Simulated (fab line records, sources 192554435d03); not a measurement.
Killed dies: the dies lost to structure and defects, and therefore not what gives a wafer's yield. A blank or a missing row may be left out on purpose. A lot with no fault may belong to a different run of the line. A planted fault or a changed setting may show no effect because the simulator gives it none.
Chamber matching :: flow n5-finfet :: ald-sin-04 running N5_BEOL_M0_SAQP_ALD_48: 4 sister chambers
The step deposits SiO2, target thk 20 nm, pulse time 1 s, co reactant pulse time 1 s. 4 wafers are shown with their chamber, then 12 later ones without.

== WAFERS PAIRED WITH THEIR CHAMBERS ==
wafer: L090.4
chamber: 0
heater-power-w (W): 71

wafer: L092.2
chamber: 3
heater-power-w (W): 78

wafer: L092.4
chamber: 1
heater-power-w (W): 81

wafer: L092.6
chamber: 2
heater-power-w (W): 69

== WAFERS MISSING THEIR CHAMBER ==
wafer: L093.2
heater-power-w (W): 80

wafer: L093.5
heater-power-w (W): 79

wafer: L093.6
heater-power-w (W): 72

wafer: L094.1
heater-power-w (W): 79

wafer: L094.4
heater-power-w (W): 82

wafer: L094.6
heater-power-w (W): 82

wafer: L095.1
heater-power-w (W): 81

wafer: L095.3
heater-power-w (W): 71

wafer: L095.4
heater-power-w (W): 70

wafer: L096.2
heater-power-w (W): 81

wafer: L096.3
heater-power-w (W): 79

wafer: L096.4
heater-power-w (W): 70

== WHICH CHAMBER EACH ONE RAN IN ==
wafer: L093.2
from the rows above: can't be placed: 1 or 3
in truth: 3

wafer: L093.5
from the rows above: can't be placed: 3 or 1
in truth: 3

wafer: L093.6
from the rows above: 0
in truth: 0

wafer: L094.1
from the rows above: can't be placed: 3 or 1
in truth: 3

wafer: L094.4
from the rows above: 1
in truth: 1

wafer: L094.6
from the rows above: 1
in truth: 1

wafer: L095.1
from the rows above: 1
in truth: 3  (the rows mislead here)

wafer: L095.3
from the rows above: 0
in truth: 0

wafer: L095.4
from the rows above: can't be placed: 0 or 2
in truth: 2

wafer: L096.2
from the rows above: 1
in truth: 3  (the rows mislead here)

wafer: L096.3
from the rows above: can't be placed: 3 or 1
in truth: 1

wafer: L096.4
from the rows above: can't be placed: 0 or 2
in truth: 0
Correct placement for 4 of the 12. From these rows, 6 cannot be placed; in 6 the true chamber is one of the candidates. Placed wrongly: 2.
How it was worked out, from the rows above alone: a wafer's distance from a chamber is the root of the sum, over the readings, of the square of ((its reading less the chamber's mean) divided by the reading's scatter). The wafer belongs to the nearest chamber; if the next one is less than 2 further off, it can't be placed. A chamber's mean is the mean of its shown wafers. The scatter: root of mean squared gap, hidden wafer to nearest shown wafer, with one shown wafer a chamber.
